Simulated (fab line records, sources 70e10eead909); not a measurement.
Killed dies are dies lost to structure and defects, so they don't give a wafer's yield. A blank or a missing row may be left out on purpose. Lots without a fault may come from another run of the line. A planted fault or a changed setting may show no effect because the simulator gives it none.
fab line records | flow nand_harc
record lots=12 wafers=36 last_day=34
route steps=1302 shown A_ONON_D1@439 A_CHANNEL_HOLE_D1@451 END@1302
lots that met no fault: from a run of the same line without faults
start_h: hours from the record's first day to the start of the lot's first wafer shown | wait_h: hours since the lot's step before | " the same as in the row above | L1.1+2: a row that stands for several wafers | - no value, or no start given | * or withheld: withheld | < > ~ a bound
route shown NAME@n: a module of which the file shows steps, and the number in the route of the first | usual: mean/standard deviation of fault-free wafers | same: alike in all rows | chamber/n: place in a boat | sites: the reading at each site | _std_site: their standard deviation | _edge_site: outer sites' mean less inner sites' | radius_mm: how far each site lies from the wafer's centre | mask NAME#n: copy n | behind: the tool/chamber that last shaped the wafer | hold: why the lot was held/for how many hours/how that ended | device: the transistor (n, p or np) that didn't switch | end of line: the same wafers' tests at the end of the route | a step without rows: its recipe alone | killed: dies lost to structure and defects at the first sort, not the wafer's yield | map: a wafer's dies, x killed, . not, _ none there
set.NAME: the setting as run; set.NAME@STEP: as run at that earlier step | model.NAME: the simulator's own value behind a step, which no gauge read
steps of the route over a sample of lots; a table a step, a row a wafer
services: from which hour (start_h, from the record's first day; less than 0 if before it) a tool's chamber was out of use, for how many hours, and why
## steps
# step NHARC_A_ONON_D1_THK_MEAS_21
# recipe thk_meas_gauge=ellipsometry
# usual thk_nm=1002/8.8
# columns lot.wafer tool chamber start_h wait_h thk_nm
L472.1 film_metro-01 - 178.39 - 1009
L472.3 " - " " 1007
L472.4 " - " " 1008
L473.2 film_metro-02 - 190.70 - 1007
L473.5 " - " " 1007
L473.6 " - " " 1004
L474.1 film_metro-01 - 199.15 - 1008
L474.2 " - " " 1009
L474.4 " - " " 1009
L475.3 film_metro-02 - 215.16 - 1004
L475.4 " - " " 1004
L475.6 " - " " 1006
L477.1 film_metro-01 - 226.01 - 997
L477.4 " - " " 995
L477.6 " - " " 999
L476.1 film_metro-02 - 226.02 - 990
L476.2 " - " " 988
L476.6 " - " " 990
L478.1 film_metro-01 - 245.23 - 1014
L478.4 " - " " 1013
L478.6 " - " " 1012
L488.3 film_metro-02 - 336.50 - 1008
L488.5 " - " " 1009
L488.6 " - " " 1011
L491.2 film_metro-01 - 371.77 - 999
L491.5 " - " " 1000
L491.6 " - " " 1001
L492.2 film_metro-01 - 379.92 - 1011
L492.3 " - " " 1010
L492.6 " - " " 1011
L493.1 film_metro-01 - 394.94 - 1013
L493.3 " - " " 1012
L493.6 " - " " 1012
L494.2 film_metro-01 - 415.30 - 1009
L494.5 " - " " 1010
L494.6 " - " " 1012
# step NHARC_A_ONON_D1_THK_MEAS_30
# recipe thk_meas_gauge=ellipsometry
# usual thk_nm=996/10
# columns lot.wafer tool chamber start_h wait_h thk_nm
L472.1 film_metro-01 - 180.09 - 997
L472.3 " - " " 996
L472.4 " - " " 998
L473.2 film_metro-02 - 192.40 - 1008
L473.5 " - " " 1008
L473.6 " - " " 1007
L474.1 film_metro-01 - 200.86 - 996
L474.2 " - " " 995
L474.4 " - " " 995
L475.3 film_metro-02 - 216.86 - 998
L475.4 " - " " 1000
L475.6 " - " " 1000
L477.1 film_metro-02 - 227.71 - 999
L477.4 " - " " 1001
L477.6 " - " " 1001
L476.1 film_metro-02 - 227.75 - 991
L476.2 " - " " 989
L476.6 " - " " 991
L478.1 film_metro-02 - 246.92 - 985
L478.4 " - " " 985
L478.6 " - " " 984
L488.3 film_metro-02 - 338.20 - 981
L488.5 " - " " 980
L488.6 " - " " 980
L491.2 film_metro-01 - 373.47 - 1002
L491.5 " - " " 1002
L491.6 " - " " 1003
L492.2 film_metro-01 - 381.64 - 1002
L492.3 " - " " 1003
L492.6 " - " " 1005
L493.1 film_metro-01 - 396.66 - 1008
L493.3 " - " " 1011
L493.6 " - " " 1007
L494.2 film_metro-01 - 417.00 - 977
L494.5 " - " " 975
L494.6 " - " " 975
# step NHARC_A_CHANNEL_HOLE_D1_DEP_01
# recipe target_thk_a=1400 target_thk_nm=140 temp_c=400 pressure_torr=3.5 flow_sccm=200 rf_w=350 material=SiON
# usual heater_power_w=803/79 susceptor_temp_C=399.99/0.21
# columns lot.wafer tool chamber start_h wait_h heater_power_w since_wet_clean_h susceptor_temp_C
L472.3 pecvd-04 2 182.62 1.0 885 81 399.80
L472.1 " 1 " " 852 81 400.26
L472.4 " 2 " " 875 - 399.92
L473.2 pecvd-04 0 195.91 1.3 754 95 400.09
L473.5 " 0 " " 773 - 400.05
L473.6 " 1 " " 846 - 400.08
L474.2 pecvd-04 1 209.53 1.3 846 108 400.21
L474.1 " 2 " " 913 108 400.06
L474.4 " 0 " " 747 - 399.86
L475.3 pecvd-02 1 219.42 1.0 923 160 400.24
L475.4 " 0 " " 820 - 400.15
L475.6 " 2 " " 676 - 400.03
L477.1 pecvd-04 2 230.22 1.6 892 129 400.17
L477.4 " 0 " " 763 - 399.77
L477.6 " 1 " " 871 - 400.07
L476.2 pecvd-01 1 230.41 1.4 745 87 399.82
L476.1 " 2 " " 835 87 399.83
L476.6 " 0 " " 751 - 399.74
L478.1 pecvd-04 2 249.47 1.6 768 148 399.88
L478.4 " 2 " " 795 - 400.24
L478.6 " 1 " " 886 - 400.22
L488.3 pecvd-01 0 341.79 1.0 768 18 399.79
L488.5 " 1 " " 772 - 399.74
L488.6 " 2 " " 772 - 399.96
L491.2 pecvd-04 2 376.88 1.4 889 95 400.19
L491.6 " 0 " " 657 - 400.27
L491.5 " 1 " " 779 - 399.88
L492.2 pecvd-04 2 385.97 1.3 884 104 399.93
L492.3 " 1 " " 815 104 400.22
L492.6 " 0 " " 665 - 399.84
L493.1 pecvd-02 1 399.17 1.6 954 159 399.46
L493.3 " 2 " " 659 159 400.15
L493.6 " 2 " " 668 - 399.85
L494.2 pecvd-01 0 420.41 1.3 811 96 399.92
L494.5 " 0 " " 840 - 399.89
L494.6 " 1 " " 760 - 400.17
# step NHARC_A_CHANNEL_HOLE_D1_OVL_MEAS_11
# usual overlay_x_nm=0.2/0.74 overlay_y_nm=0.2/0.64
# columns lot.wafer tool chamber start_h wait_h overlay_x_nm overlay_y_nm
L472.1 overlay-01 - 183.42 - 0.1 -0.5
L472.3 " - " " 0.0 -0.6
L472.4 " - " " 0.0 -1.1
L473.2 overlay-02 - 196.57 - -0.2 0.1
L473.5 " - " " -0.1 1.2
L473.6 " - " " -0.7 0.6
L474.1 overlay-02 - 210.22 - -0.7 0.7
L474.2 " - " " -1.3 0.5
L474.4 " - " " -1.0 0.5
L475.3 overlay-01 - 220.21 - 0.8 -0.3
L475.4 " - " " 1.4 -0.3
L475.6 " - " " 1.2 -0.2
L477.1 overlay-02 - 230.91 - 0.1 -0.4
L477.4 " - " " -0.4 -0.1
L477.6 " - " " -0.4 -0.4
L476.1 overlay-02 - 231.19 - 0.5 -0.2
L476.2 " - " " -0.1 -0.1
L476.6 " - " " 0.5 -0.4
L478.1 overlay-01 - 250.28 - -0.1 -0.6
L478.4 " - " " -0.5 -0.3
L478.6 " - " " -0.5 -0.2
L488.3 overlay-02 - 342.60 - -0.9 0.3
L488.5 " - " " -0.7 -0.2
L488.6 " - " " -0.4 -0.1
L491.2 overlay-01 - 377.63 - 0.4 0.3
L491.5 " - " " -0.4 0.2
L491.6 " - " " 0.3 0.1
L492.2 overlay-01 - 386.65 - 0.1 0.6
L492.3 " - " " 0.4 0.8
L492.6 " - " " 0.6 1.0
L493.1 overlay-01 - 399.85 - 1.2 0.5
L493.3 " - " " 1.3 0.9
L493.6 " - " " 1.3 0.6
L494.2 overlay-01 - 421.22 - -0.5 0.3
L494.5 " - " " -0.1 1.0
L494.6 " - " " 0.0 0.5
# step NHARC_A_CHANNEL_HOLE_D1_INSPECT_12
# usual raw_defect_count=6/3.1
# columns lot.wafer tool chamber start_h wait_h raw_defect_count
L472.1 defect_inspect-02 - 183.46 0.0 8
L472.3 " - " " 12
L472.4 " - " " 10
L473.2 defect_inspect-01 - 196.62 0.1 2
L473.5 " - " " 4
L473.6 " - " " 1
L474.1 defect_inspect-01 - 210.26 0.0 9
L474.2 " - " " 5
L474.4 " - " " 5
L475.3 defect_inspect-01 - 220.24 0.0 2
L475.4 " - " " 2
L475.6 " - " " 6
L477.1 defect_inspect-01 - 230.96 0.1 7
L477.4 " - " " 2
L477.6 " - " " 8
L476.1 defect_inspect-01 - 231.23 0.0 3
L476.2 " - " " 7
L476.6 " - " " 1
L478.1 defect_inspect-01 - 250.32 0.0 6
L478.4 " - " " 1
L478.6 " - " " 2
L488.3 defect_inspect-01 - 342.64 0.0 9
L488.5 " - " " 368
L488.6 " - " " 5
L491.2 defect_inspect-02 - 377.67 0.0 8
L491.5 " - " " 1
L491.6 " - " " 12
L492.2 defect_inspect-02 - 386.69 0.0 3
L492.3 " - " " 6
L492.6 " - " " 5
L493.1 defect_inspect-02 - 399.89 0.0 7
L493.3 " - " " 1
L493.6 " - " " 4
L494.2 defect_inspect-02 - 421.26 0.0 9
L494.5 " - " " 3
L494.6 " - " " 2
# step NHARC_A_CHANNEL_HOLE_D1_INSPECT_40
# usual raw_defect_count=72/25
# columns lot.wafer tool chamber start_h wait_h raw_defect_count
L472.1 defect_inspect-02 - 190.41 - 52
L472.3 " - " " 41
L472.4 " - " " 51
L473.2 defect_inspect-01 - 203.57 - 26
L473.5 " - " " 50
L473.6 " - " " 47
L474.1 defect_inspect-01 - 218.17 - 36
L474.2 " - " " 34
L474.4 " - " " 43
L475.3 defect_inspect-02 - 227.41 - 97
L475.4 " - " " 117
L475.6 " - " " 96
L477.1 defect_inspect-01 - 237.88 - 58
L477.4 " - " " 49
L477.6 " - " " 64
L476.1 defect_inspect-02 - 241.03 - 105
L476.2 " - " " 81
L476.6 " - " " 92
L478.1 defect_inspect-02 - 257.27 - 110
L478.4 " - " " 91
L478.6 " - " " 78
L488.3 defect_inspect-01 - 349.58 - 48
L488.5 " - " " 404
L488.6 " - " " 44
L491.2 defect_inspect-02 - 385.05 - 50
L491.5 " - " " 55
L491.6 " - " " 60
L492.2 defect_inspect-01 - 397.03 - 74
L492.3 " - " " 54
L492.6 " - " " 70
L493.1 defect_inspect-02 - 408.12 - 35
L493.3 " - " " 40
L493.6 " - " " 65
L494.2 defect_inspect-01 - 428.32 - 64
L494.5 " - " " 72
L494.6 " - " " 55
# step NHARC_END_SORT_01
# recipe temp_c=25
# usual killed_at_array=58/19 killed_at_other=1.1/1.2 killed_at_periphery=3.8/2.4 killed_dies=63/18 killed_open=3.3/1.8 killed_short=2.2/1.6
# same gross_dies=677
# columns lot.wafer tool chamber start_h wait_h killed_at_array killed_at_other killed_at_periphery killed_dies killed_open killed_short
L472.1 prober-01 0 562.27 2.5 41 1 1 43 4 2
L472.3 prober-01 0 563.87 3.1 46 0 1 47 1 3
L472.4 prober-01 0 564.67 3.4 47 0 3 50 7 2
L473.2 prober-01 0 578.44 2.8 49 1 7 57 7 1
L473.5 prober-01 0 580.82 3.7 53 2 6 61 3 1
L473.6 prober-01 0 581.61 4.0 38 1 9 48 2 2
L474.1 prober-01 0 591.10 2.5 46 2 6 54 7 5
L474.2 prober-01 0 591.90 2.8 61 1 3 65 4 1
L474.4 prober-01 0 593.48 3.4 43 2 3 48 2 1
L475.3 prober-02 0 592.64 3.1 71 1 4 76 3 2
L475.4 prober-02 0 593.43 3.4 74 0 2 76 4 3
L475.6 prober-02 0 595.02 4.0 68 0 4 72 4 3
L477.1 prober-01 0 610.63 2.5 31 1 2 34 6 5
L477.4 prober-01 0 613.02 3.4 25 1 2 28 2 0
L477.6 prober-01 0 614.61 4.0 34 0 0 34 1 4
L476.1 prober-02 0 610.64 2.5 98 1 2 101 3 3
L476.2 prober-02 0 611.45 2.8 104 1 2 107 4 2
L476.6 prober-02 0 614.68 4.0 99 0 3 102 4 3
L478.1 prober-01 0 621.35 2.5 73 0 2 75 3 1
L478.4 prober-01 0 623.79 3.5 57 0 5 62 3 2
L478.6 prober-01 0 625.41 4.1 52 0 5 57 2 0
L488.3 prober-01 0 725.14 3.1 82 4 3 89 3 5
L488.5 prober-01 0 726.72 3.7 103 0 3 106 4 2
L488.6 prober-01 0 727.51 4.0 55 3 6 64 2 1
L491.2 prober-02 0 748.84 2.8 64 1 6 71 2 6
L491.5 prober-02 0 751.24 3.7 63 0 3 66 0 1
L491.6 prober-02 0 752.04 4.0 66 0 2 68 2 1
L493.1 prober-01 0 771.02 2.5 51 1 7 59 1 0
L493.3 prober-01 0 772.61 3.1 52 2 3 57 3 0
L493.6 prober-01 0 775.00 4.0 78 3 1 82 6 0
L492.2 prober-02 0 771.92 2.8 65 0 5 70 4 4
L492.3 prober-02 0 772.72 3.1 63 1 5 69 4 4
L492.6 prober-02 0 775.13 4.0 65 1 2 68 2 2
L494.2 prober-01 0 803.11 2.8 53 0 8 61 3 3
L494.5 prober-01 0 805.50 3.7 78 0 5 83 4 3
L494.6 prober-01 0 806.30 4.0 71 0 4 75 3 5
# killed by level:class
L472.1 A_SLIT:chamber_film_flake=18 A_CHANNEL_HOLE_D2:chamber_film_flake=9 A_WL_FILL:chamber_film_flake=3 A_CHANNEL_HOLE_D1:chamber_film_flake=2 A_STAIRCASE:chamber_film_flake=2 A_CONTACT:chamber_film_flake=2 A_ONON_D1:geometric_particle:open=1 A_CHANNEL_FILL_D1:geometric_particle:open=1
L472.3 A_SLIT:chamber_film_flake=26 A_CONTACT:chamber_film_flake=8 A_CHANNEL_HOLE_D2:chamber_film_flake=5 A_SOURCE_PLATE:geometric_particle:short=1 A_ONON_D1:geometric_particle:open=1 A_DECK1_JOINT:geometric_particle:short=1 A_CHANNEL_FILL_D2:geometric_particle:short=1 P_ZERO_WELL:chamber_film_flake=1
L472.4 A_SLIT:chamber_film_flake=20 A_CHANNEL_HOLE_D2:chamber_film_flake=8 A_CONTACT:chamber_film_flake=5 A_WL_FILL:chamber_film_flake=3 A_CHANNEL_HOLE_D1:geometric_particle:open=2 A_CHANNEL_FILL_D2:geometric_particle:open=2 A_CHANNEL_HOLE_D1:chamber_film_flake=2 P_M1:geometric_particle:short=1
L473.2 A_SLIT:chamber_film_flake=21 A_CHANNEL_HOLE_D2:chamber_film_flake=13 A_STAIRCASE:chamber_film_flake=4 P_M0:chamber_film_flake=3 A_SGD_CUT:geometric_particle:open=2 P_GATE:chamber_film_flake=2 A_CHANNEL_FILL_D1:chamber_film_flake=2 A_CONTACT:chamber_film_flake=2
L473.5 A_SLIT:chamber_film_flake=25 A_CHANNEL_HOLE_D2:chamber_film_flake=12 A_CONTACT:chamber_film_flake=5 A_CHANNEL_HOLE_D1:chamber_film_flake=3 A_SGD_CUT:geometric_particle:open=2 P_ZERO_WELL:chamber_film_flake=2 P_GATE:chamber_film_flake=2 P_M0:chamber_film_flake=2
L473.6 A_SLIT:chamber_film_flake=21 A_CHANNEL_HOLE_D2:chamber_film_flake=7 P_GATE:chamber_film_flake=5 A_CONTACT:chamber_film_flake=4 P_M0:geometric_particle:open=2 A_CHANNEL_HOLE_D1:chamber_film_flake=2 A_CHANNEL_FILL_D1:chamber_film_flake=2 P_M0:geometric_particle:short=1
L474.1 A_CHANNEL_HOLE_D2:chamber_film_flake=26 A_CONTACT:chamber_film_flake=6 A_DECK1_JOINT:geometric_particle:open=2 A_ONON_D2:geometric_particle:open=2 P_ZERO_WELL:chamber_film_flake=2 A_CHANNEL_HOLE_D1:chamber_film_flake=2 THIN_TSV:chamber_film_flake=2 P_STI:geometric_particle:open=1
L474.2 A_CHANNEL_HOLE_D2:chamber_film_flake=36 A_CONTACT:chamber_film_flake=12 P_ZERO_WELL:chamber_film_flake=3 A_SOURCE_PLATE:geometric_particle:open=2 A_DECK1_JOINT:chamber_film_flake=2 A_M1:chamber_film_flake=2 A_ONON_D2:geometric_particle:open=1 A_CHANNEL_FILL_D2:geometric_particle:short=1
L475.3 A_SLIT:chamber_film_flake=27 A_CHANNEL_HOLE_D1:chamber_film_flake=26 A_CHANNEL_HOLE_D2:chamber_film_flake=11 A_STAIRCASE:chamber_film_flake=2 A_CONTACT:chamber_film_flake=2 P_M1:geometric_particle:open=1 A_ONON_D2:geometric_particle:short=1 A_ONON_D2:geometric_particle:open=1
L475.4 A_CHANNEL_HOLE_D1:chamber_film_flake=28 A_SLIT:chamber_film_flake=25 A_CHANNEL_HOLE_D2:chamber_film_flake=7 A_STAIRCASE:chamber_film_flake=4 A_DECK1_JOINT:geometric_particle:open=2 A_CONTACT:chamber_film_flake=2 P_M0:geometric_particle:short=1 A_DECK1_JOINT:geometric_particle:short=1
L474.4 A_CHANNEL_HOLE_D2:chamber_film_flake=25 A_CHANNEL_HOLE_D1:chamber_film_flake=6 A_CONTACT:chamber_film_flake=4 A_M1:chamber_film_flake=3 P_ZERO_WELL:chamber_film_flake=2 THIN_TSV:chamber_film_flake=2 P_CONTACT:geometric_particle:open=1 A_WL_FILL:geometric_particle:short=1
L475.6 A_CHANNEL_HOLE_D1:chamber_film_flake=24 A_SLIT:chamber_film_flake=22 A_CHANNEL_HOLE_D2:chamber_film_flake=9 A_STAIRCASE:chamber_film_flake=5 A_ONON_D2:geometric_particle:open=2 A_CONTACT:chamber_film_flake=2 P_CONTACT:geometric_particle:open=1 A_ONON_D1:geometric_particle:open=1
L477.1 A_CHANNEL_HOLE_D2:chamber_film_flake=14 A_CHANNEL_HOLE_D1:chamber_film_flake=4 A_STAIRCASE:chamber_film_flake=4 A_M0:geometric_particle:open=2 P_CONTACT:geometric_particle:open=1 P_M2:geometric_particle:short=1 A_ONON_D1:geometric_particle:short=1 A_CHANNEL_FILL_D1:geometric_particle:short=1
L476.1 A_SLIT:chamber_film_flake=35 A_CHANNEL_HOLE_D1:chamber_film_flake=29 A_CHANNEL_HOLE_D2:chamber_film_flake=24 A_STAIRCASE:chamber_film_flake=4 P_CONTACT:geometric_particle:short=1 A_CHANNEL_HOLE_D1:geometric_particle:short=1 A_DECK1_JOINT:geometric_particle:short=1 A_WL_FILL:geometric_particle:open=1
L476.2 A_CHANNEL_HOLE_D2:chamber_film_flake=35 A_SLIT:chamber_film_flake=29 A_CHANNEL_HOLE_D1:chamber_film_flake=26 A_STAIRCASE:chamber_film_flake=6 A_CONTACT:chamber_film_flake=2 P_CONTACT:geometric_particle:open=1 A_ONON_D1:geometric_particle:open=1 A_CHANNEL_FILL_D1:geometric_particle:open=1
L477.4 A_CHANNEL_HOLE_D2:chamber_film_flake=8 A_CHANNEL_HOLE_D1:chamber_film_flake=6 A_STAIRCASE:chamber_film_flake=5 A_CONTACT:chamber_film_flake=3 P_M0:geometric_particle:open=1 A_M1:geometric_particle:open=1 P_ZERO_WELL:chamber_film_flake=1 A_CHANNEL_FILL_D1:chamber_film_flake=1
L477.6 A_CHANNEL_HOLE_D2:chamber_film_flake=15 A_STAIRCASE:chamber_film_flake=5 A_CHANNEL_HOLE_D1:chamber_film_flake=4 A_ONON_D1:geometric_particle:short=2 A_CONTACT:chamber_film_flake=2 A_ONON_D1:geometric_particle:open=1 A_ONON_D2:geometric_particle:short=1 A_CHANNEL_FILL_D2:geometric_particle:short=1
L476.6 A_CHANNEL_HOLE_D1:chamber_film_flake=35 A_CHANNEL_HOLE_D2:chamber_film_flake=27 A_SLIT:chamber_film_flake=26 A_DECK1_JOINT:chamber_film_flake=3 A_STAIRCASE:chamber_film_flake=3 P_CONTACT:geometric_particle:open=2 P_GATE:geometric_particle:short=1 A_DECK1_JOINT:geometric_particle:open=1
L478.1 A_CHANNEL_HOLE_D1:chamber_film_flake=31 A_CHANNEL_HOLE_D2:chamber_film_flake=27 A_CONTACT:chamber_film_flake=5 A_WL_FILL:chamber_film_flake=3 A_CHANNEL_FILL_D1:geometric_particle:open=1 A_CHANNEL_FILL_D2:geometric_particle:short=1 A_SLIT:geometric_particle:open=1 A_BLC:geometric_particle:open=1
L478.4 A_CHANNEL_HOLE_D1:chamber_film_flake=26 A_CHANNEL_HOLE_D2:chamber_film_flake=26 P_CONTACT:geometric_particle:open=2 A_ONON_D1:geometric_particle:open=1 A_SGD_CUT:geometric_particle:short=1 A_M0:geometric_particle:short=1 P_STI:chamber_film_flake=1 P_M0:chamber_film_flake=1
L478.6 A_CHANNEL_HOLE_D2:chamber_film_flake=22 A_CHANNEL_HOLE_D1:chamber_film_flake=18 P_BONDPAD:chamber_film_flake=4 A_WL_FILL:chamber_film_flake=4 A_CONTACT:chamber_film_flake=3 A_ONON_D2:geometric_particle:open=1 A_WL_FILL:geometric_particle:open=1 P_M0:chamber_film_flake=1
L488.3 A_SLIT:chamber_film_flake=41 A_CONTACT:chamber_film_flake=13 A_STAIRCASE:chamber_film_flake=9 A_CHANNEL_HOLE_D1:chamber_film_flake=8 A_CHANNEL_HOLE_D2:chamber_film_flake=3 THIN_TSV:chamber_film_flake=3 A_WL_FILL:geometric_particle:short=2 P_CONTACT:chamber_film_flake=2
L488.5 A_CHANNEL_HOLE_D1:unspecified=47 A_SLIT:chamber_film_flake=30 A_CONTACT:chamber_film_flake=7 A_CHANNEL_HOLE_D1:chamber_film_flake=5 A_STAIRCASE:chamber_film_flake=4 P_M2:chamber_film_flake=2 A_CHANNEL_HOLE_D2:chamber_film_flake=2 A_DECK1_JOINT:chamber_film_flake=2
L488.6 A_SLIT:chamber_film_flake=26 A_CONTACT:chamber_film_flake=9 A_CHANNEL_HOLE_D1:chamber_film_flake=6 A_STAIRCASE:chamber_film_flake=6 A_CHANNEL_HOLE_D2:chamber_film_flake=4 P_CONTACT:chamber_film_flake=3 THIN_TSV:chamber_film_flake=3 P_CONTACT:geometric_particle:open=1
L491.2 A_SLIT:chamber_film_flake=29 A_CHANNEL_HOLE_D1:chamber_film_flake=13 A_STAIRCASE:chamber_film_flake=6 A_CONTACT:chamber_film_flake=5 A_CHANNEL_FILL_D1:chamber_film_flake=4 P_STI:chamber_film_flake=3 P_CONTACT:geometric_particle:open=1 P_M0:geometric_particle:short=1
L491.5 A_SLIT:chamber_film_flake=35 A_CHANNEL_HOLE_D1:chamber_film_flake=12 A_CONTACT:chamber_film_flake=6 A_STAIRCASE:chamber_film_flake=4 P_STI:chamber_film_flake=3 A_DECK1_JOINT:chamber_film_flake=2 A_WL_FILL:geometric_particle:short=1 A_CHANNEL_FILL_D1:chamber_film_flake=1
L491.6 A_SLIT:chamber_film_flake=31 A_CHANNEL_HOLE_D1:chamber_film_flake=13 A_STAIRCASE:chamber_film_flake=7 A_CONTACT:chamber_film_flake=4 A_WL_FILL:chamber_film_flake=3 A_DECK1_JOINT:chamber_film_flake=2 A_CHANNEL_FILL_D1:chamber_film_flake=2 A_ONON_D1:geometric_particle:open=1
L493.1 A_SLIT:chamber_film_flake=25 A_CHANNEL_HOLE_D2:chamber_film_flake=20 P_GATE:chamber_film_flake=4 A_DECK1_JOINT:chamber_film_flake=3 A_M1:chamber_film_flake=3 P_STI:chamber_film_flake=2 P_ZERO_WELL:geometric_particle:open=1 THIN_TSV:chamber_film_flake=1
L492.2 A_CHANNEL_HOLE_D2:chamber_film_flake=32 A_CHANNEL_HOLE_D1:chamber_film_flake=11 A_SLIT:chamber_film_flake=7 A_CONTACT:chamber_film_flake=4 A_WL_FILL:geometric_particle:short=2 A_M0:geometric_particle:open=2 P_GATE:chamber_film_flake=2 A_STAIRCASE:chamber_film_flake=2
L493.3 A_SLIT:chamber_film_flake=24 A_CHANNEL_HOLE_D2:chamber_film_flake=15 A_CONTACT:chamber_film_flake=5 P_STI:chamber_film_flake=3 A_ONON_D2:geometric_particle:open=2 A_DECK1_JOINT:chamber_film_flake=2 STARTING-WAFER:geometric_particle:open=1 A_CHANNEL_HOLE_D1:chamber_film_flake=1
L492.3 A_CHANNEL_HOLE_D2:chamber_film_flake=28 A_CHANNEL_HOLE_D1:chamber_film_flake=15 A_SLIT:chamber_film_flake=6 A_STAIRCASE:chamber_film_flake=4 A_ONON_D1:geometric_particle:open=2 P_M1:chamber_film_flake=2 A_CONTACT:chamber_film_flake=2 P_M0:geometric_particle:short=1
L493.6 A_SLIT:chamber_film_flake=30 A_CHANNEL_HOLE_D2:chamber_film_flake=29 A_CONTACT:chamber_film_flake=6 A_M1:chamber_film_flake=3 THIN_TSV:chamber_film_flake=3 A_ONON_D1:geometric_particle:open=2 A_CHANNEL_FILL_D1:geometric_particle:open=1 A_ONON_D2:geometric_particle:open=1
L492.6 A_CHANNEL_HOLE_D2:chamber_film_flake=30 A_CHANNEL_HOLE_D1:chamber_film_flake=15 A_SLIT:chamber_film_flake=7 A_CONTACT:chamber_film_flake=5 A_WL_FILL:geometric_particle:short=2 P_ZERO_WELL:chamber_film_flake=2 A_STAIRCASE:chamber_film_flake=2 A_WL_FILL:geometric_particle:open=1
L494.2 A_CHANNEL_HOLE_D2:chamber_film_flake=26 A_CHANNEL_HOLE_D1:chamber_film_flake=10 A_SLIT:chamber_film_flake=6 P_STI:chamber_film_flake=3 A_CONTACT:chamber_film_flake=3 A_CHANNEL_FILL_D1:geometric_particle:short=2 A_CHANNEL_FILL_D2:geometric_particle:open=2 P_M2:chamber_film_flake=2
L494.5 A_CHANNEL_HOLE_D2:chamber_film_flake=30 A_CHANNEL_HOLE_D1:chamber_film_flake=28 A_SLIT:chamber_film_flake=8 A_CONTACT:chamber_film_flake=3 A_WL_FILL:chamber_film_flake=2 P_GATE:geometric_particle:open=1 P_CONTACT:geometric_particle:open=1 P_CONTACT:geometric_particle:short=1
L494.6 A_CHANNEL_HOLE_D2:chamber_film_flake=27 A_CHANNEL_HOLE_D1:chamber_film_flake=22 A_SLIT:chamber_film_flake=10 A_CONTACT:chamber_film_flake=3 P_M2:chamber_film_flake=2 A_ONON_D1:geometric_particle:short=1 A_DECK1_JOINT:geometric_particle:open=1 A_ONON_D2:geometric_particle:short=1
## services
# columns tool chamber start_h hours kind
pecvd-01 1 181.38 3.8 repair
pecvd-01 - 182.49 1.7 repair
pecvd-02 - 227.33 13.0 pm
pecvd-02 0 227.33 13.0 vent_cycle
pecvd-02 1 227.33 13.0 vent_cycle
pecvd-02 2 260.19 131.5 repair
pecvd-04 - 269.35 13.0 pm
pecvd-04 0 269.35 13.0 vent_cycle
pecvd-04 1 269.35 13.0 vent_cycle
pecvd-04 2 269.35 13.0 vent_cycle
pecvd-04 0 282.35 - clean
pecvd-04 1 282.35 - clean
pecvd-04 2 282.35 - clean
pecvd-01 - 311.08 13.0 pm
pecvd-01 0 311.08 13.0 vent_cycle
pecvd-01 1 311.08 13.0 vent_cycle
pecvd-01 2 311.08 13.0 vent_cycle
pecvd-01 0 324.08 - clean
pecvd-01 1 324.08 - clean
pecvd-01 2 324.08 - clean
pecvd-04 1 328.12 6.0 repair
pecvd-02 1 352.32 23.3 repair
pecvd-02 - 408.33 13.0 pm
pecvd-04 0 411.18 3.9 repair
## key
first_sign step=NHARC_A_CHANNEL_HOLE_D1_INSPECT_12 reading=raw_defect_count direction=up sigmas=99+ usual=6 struck=368
effect step=NHARC_A_CHANNEL_HOLE_D1_INSPECT_40 reading=raw_defect_count direction=up sigmas=13 usual=72 struck=404
more_kills_born_at NHARC_A_CHANNEL_HOLE_D1_DEP_01@pecvd-01=47
met_at NHARC_A_CHANNEL_HOLE_D1_DEP_01
struck_lots L488
struck_wafers L488.5
tester_left_out L488
not_acting_at NHARC_A_ONON_D1_THK_MEAS_21,NHARC_A_ONON_D1_THK_MEAS_30,NHARC_A_CHANNEL_HOLE_D1_OVL_MEAS_11
onset_between 230.41 341.79
fault kind=chamber_particle_source tool=pecvd-01 chamber=1 onset_h=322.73 steps=NHARC_A_CHANNEL_HOLE_D1_DEP_01 rate_per_visit_cm2=0.51207 end_h=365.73
# tester_left_out: of these lots the tester's yield and bins aren't shown, on N5 and GAA mostly nor the transistor test; their killed dies are dies lost to structure and defects alone, not to doping, threshold or leakage, so they don't give the yield
